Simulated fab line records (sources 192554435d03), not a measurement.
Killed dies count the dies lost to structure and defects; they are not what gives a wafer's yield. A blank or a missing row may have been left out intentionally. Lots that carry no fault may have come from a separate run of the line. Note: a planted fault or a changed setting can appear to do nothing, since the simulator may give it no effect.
One fault through the eyes of 3 desks || flow n5Finfet || numbers are kept per desk, each desk with only its own; the story behind them comes last

THE TOOL OWNER'S DESK: rieDiel-02
The tool's own readings at N5_FIN_CUT_CUT_ETCH_27 (etches SiO2 in CHF3/O2, target depth 4 nm, overetch 2 nm, time 4.9 s): means of the sampled wafers that have a number, for each lot that ran on this tool. If a lot's mean is further than 4 standard deviations from the usual mean, the lot is out of limits and carries the mark OUT (the distance appears in the brackets).
Columns: A = CHF3_flow_sccm at N5_FIN_CUT_CUT_ETCH_27, usual 50.00 sccm; B = drypumpMotorCurrentA at N5_FIN_CUT_CUT_ETCH_27, usual 5.8 A; C = oesProductAu at N5_FIN_CUT_CUT_ETCH_27, usual 0.62 a.u.; D = rfVppV at N5_FIN_CUT_CUT_ETCH_27, usual 523 V; E = showerheadPlenumPTorr at N5_FIN_CUT_CUT_ETCH_27, usual 2.41 Torr; F = throttleValvePct at N5_FIN_CUT_CUT_ETCH_27, usual 18.74 %
{"lot": "L718", "first seen here": "day 2 17:35", "A": 50.08, "B": 6.0, "C": 0.57, "D": 519, "E": 2.40, "F": 19.00}
{"lot": "L729", "first seen here": "day 5 09:55", "A": 49.97, "B": 5.9, "C": 0.57, "D": 520, "E": 2.42, "F": 18.93}
{"lot": "L730", "first seen here": "day 5 18:08", "A": 50.12, "B": 6.0, "C": 0.55, "D": 518, "E": 2.39, "F": 19.04}
{"lot": "L732", "first seen here": "day 6 02:51", "A": 50.02, "B": 6.0, "C": 0.55, "D": 519, "E": 2.39, "F": 19.05}
This desk found nothing out of limits on any of the 4 lots.

AT THE METROLOGY DESK
Means of the sampled wafers that have a number, per lot and without regard to the tool the lot ran on: this is what the gauges read. If a lot's mean is further than 4 standard deviations from the usual mean, the lot is out of limits and carries the mark OUT (the distance appears in the brackets).
Columns: A = cdNm at N5_FIN_CUT_CD_MEAS_08, usual 29.06 nm; B = FIN_CUT_OVL at N5_FIN_CUT_OVL_MEAS_09, usual -0.1 nm
{"lot": "L718", "first seen here": "day 2 16:59", "A": 29.38, "B": 0.4}
{"lot": "L726", "first seen here": "day 4 15:02", "A": 28.97, "B": -1.1}
{"lot": "L729", "first seen here": "day 5 09:17", "A": 29.22, "B": -0.4}
{"lot": "L730", "first seen here": "day 5 17:32", "A": 29.02, "B": -0.1}
{"lot": "L732", "first seen here": "day 6 02:14", "A": 29.10, "B": -1.3}
{"lot": "L734", "first seen here": "day 6 14:12", "A": 28.97, "B": 0.1}
{"lot": "L738", "first seen here": "day 7 18:25", "A": 29.15, "B": 0.2}
This desk found nothing out of limits on any of the 7 lots.

THE DEFECT DESK
What the inspections along the route counted, lot by lot: means of the sampled wafers that have a number. If a lot's mean is further than 4 standard deviations from the usual mean, the lot is out of limits and carries the mark OUT (the distance appears in the brackets).
Columns: A = rawDefectCount at N5_FIN_CUT_INSPECT_10, usual 44
{"lot": "L718", "first seen here": "day 2 17:04", "A": 35}
{"lot": "L726", "first seen here": "day 4 15:08", "A": 38}
{"lot": "L729", "first seen here": "day 5 09:22", "A": 40}
{"lot": "L730", "first seen here": "day 5 17:37", "A": 50}
{"lot": "L732", "first seen here": "day 6 02:20", "A": 37}
{"lot": "L734", "first seen here": "day 6 14:17", "A": 51}
{"lot": "L738", "first seen here": "day 7 18:30", "A": 50}
This desk found nothing out of limits on any of the 7 lots.

PUT TOGETHER
The tool owner's desk saw nothing out of limits.
Metrology desk: nothing out of limits seen.
Nothing the defect desk looked at was out of limits.

WHAT THE SIMULATOR PUT IN
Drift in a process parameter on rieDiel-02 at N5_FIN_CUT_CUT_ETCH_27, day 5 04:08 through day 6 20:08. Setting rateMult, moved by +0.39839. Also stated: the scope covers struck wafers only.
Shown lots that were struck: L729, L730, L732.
